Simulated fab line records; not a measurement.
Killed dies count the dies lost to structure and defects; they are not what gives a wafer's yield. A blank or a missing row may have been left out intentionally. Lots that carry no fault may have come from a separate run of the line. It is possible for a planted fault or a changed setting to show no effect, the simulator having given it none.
A struck lot beside a sound one | flow n5Finfet | 20 out of 1938 route steps
Sound: wafers L561.1, L561.4, L561.5. Wafers struck: L556.3, L556.4, L556.5. The cause is named last.
Each step with rows lists, per side, the tool, then ch with its chambers, then its first start. Under that, the readings that differ: sound wafers | struck wafers | difference of the means | sigmas: that difference in standard deviations of wafers without a fault.
alike: readings with means less than 2 such deviations apart, plus words and numbers identical on both sides. not compared: withheld readings, readings lacking a value on some wafer, bounds such as >300 that could conceal the same value, and numbers that have no deviation in the record and whose values overlap.
A row with sigmas, a row that says differs or no value, or rows on one side alone: a step with any of these is where the two part. Non-overlapping numbers with no deviation appear without sigmas and do not part them. A reading that every wafer of one side lacks parts them only if that side has two wafers or more.

first, 8 steps without rows for these wafers: N5_BEOL_M11_DESCUM_16 (chemistry O2, time 7.9 s); N5_BEOL_M11_ETCH_61 (etches SiARC in CF4, target depth 39 nm, time 65 s); N5_BEOL_M11_ETCH_62 (etches SOC in N2/H2, target depth 110 nm, overetch 22 nm, time 165 s); N5_BEOL_M11_STRIP_68 (strips in N2/H2); N5_BEOL_M11_STRIP_67 (strips in CF4); N5_BEOL_M11_HM_OPEN_17 (chemistry Cl2/BCl3, target TiN, target depth 20 nm, overetch 6 nm); N5_BEOL_M11_STRIP_19 (strips in O2); N5_BEOL_M11_COAT_63 (time 60 s, resist thk 100 nm).
N5_BEOL_M11_COAT_64: time 60 s, resist thk 30 nm.
  sound on lithoTrack-01 ch 0, day 16 02:04; struck on lithoTrack-04 ch 0, day 15 03:28
reading                                    | sound                | struck               | difference | sigmas
spinSpeedRpm (rpm)                         | 1499.9 1502.0 1502.7 | 1301.9 1302.8 1300.0 | -200.0     | -99 or more
model.SiARC_of_BEOL_M11_COAT_64.thkNm (nm) | 30 30 30             | 32.4 32.2 32.4       | +2.3       | 
then, 7 steps without rows for these wafers: N5_BEOL_M11_COAT_22 (resist thk 90 nm); N5_BEOL_M11_EBR_24; N5_BEOL_M11_SOFTBAKE_23 (time 60 s); N5_BEOL_M11_EXPOSE_25 (exposes mask V10); N5_BEOL_M11_PEB_26 (peb time 60 s); N5_BEOL_M11_DEVELOP_27 (develop time 30 s); N5_BEOL_M11_DESCUM_33 (chemistry O2, time 7.9 s).
N5_BEOL_M11_ETCH_65: etches SiARC in CF4, target depth 39 nm, time 65 s.
  sound on rieDiel-04 ch 1,3, day 16 02:57; struck on rieDiel-04 ch 0,2,3, day 15 03:50
reading                                      | sound          | struck           | difference | sigmas
etchRfOnTimeS (s)                            | 63.3 63.0 68.9 | 71.0 68.5 67.6   | +4.0       | +3
model.etch.depthNm (nm)                      | 29.96 29.93 30 | 32.3 32.28 32.31 | +2.3       | 
model.CAR-ArF_of_BEOL_M11_COAT_22.thkNm (nm) | 55.4 55.4 55.6 | 53.6 53.2 53.4   | -2.1       | 
  alike: chamberPressureMTorr, drypumpMotorCurrentA, oesProductAu, rfFwdPowerW, rfVppV, showerheadPlenumPTorr, throttleValvePct
  not compared: rfHoursCounterH
N5_BEOL_M11_ETCH_66: etches SOC in N2/H2, target depth 120 nm, overetch 24 nm, time 180 s.
  sound on rieDiel-04 ch 1,3, day 16 03:02; struck on rieDiel-04 ch 0,2,3, day 15 03:53
reading                                    | sound        | struck   | difference | sigmas
model.SiARC_of_BEOL_M11_COAT_64.thkNm (nm) | 22.6 22.6 23 | 25 25 25 | +2         | 
  alike: chamberPressureMTorr, drypumpMotorCurrentA, oesProductAu, rfFwdPowerW, rfVppV, showerheadPlenumPTorr, throttleValvePct
  not compared: rfHoursCounterH
then, 1 step without rows for these wafers: N5_BEOL_M11_STRIP_69 (strips in N2/H2).
N5_PASSIVATION_PROBE_49:
  sound on prober-01, day 17 18:58; struck on prober-01, day 16 22:29
reading               | sound       | struck      | difference | sigmas
sort_bin_6_memory (%) | 1.9 2.0 3.3 | 2.8 4.2 5.6 | +1.8       | +3
  alike: defectLimitedYield, killed_at_M0_to_M3, killed_at_M4_up, killedAtContacts, killedAtFrontEnd, killedAtOther, killedDies, killedOnRim, killedOpen, killedShort, sort_bin_5_function, sortNPass, sortYieldPct

## WHERE THEY PART
First at N5_BEOL_M11_COAT_64; last, within this record, at N5_PASSIVATION_PROBE_49.

WHY: what had been put in by the simulator
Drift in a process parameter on lithoTrack-04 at N5_BEOL_M11_COAT_64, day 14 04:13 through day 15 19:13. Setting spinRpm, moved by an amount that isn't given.
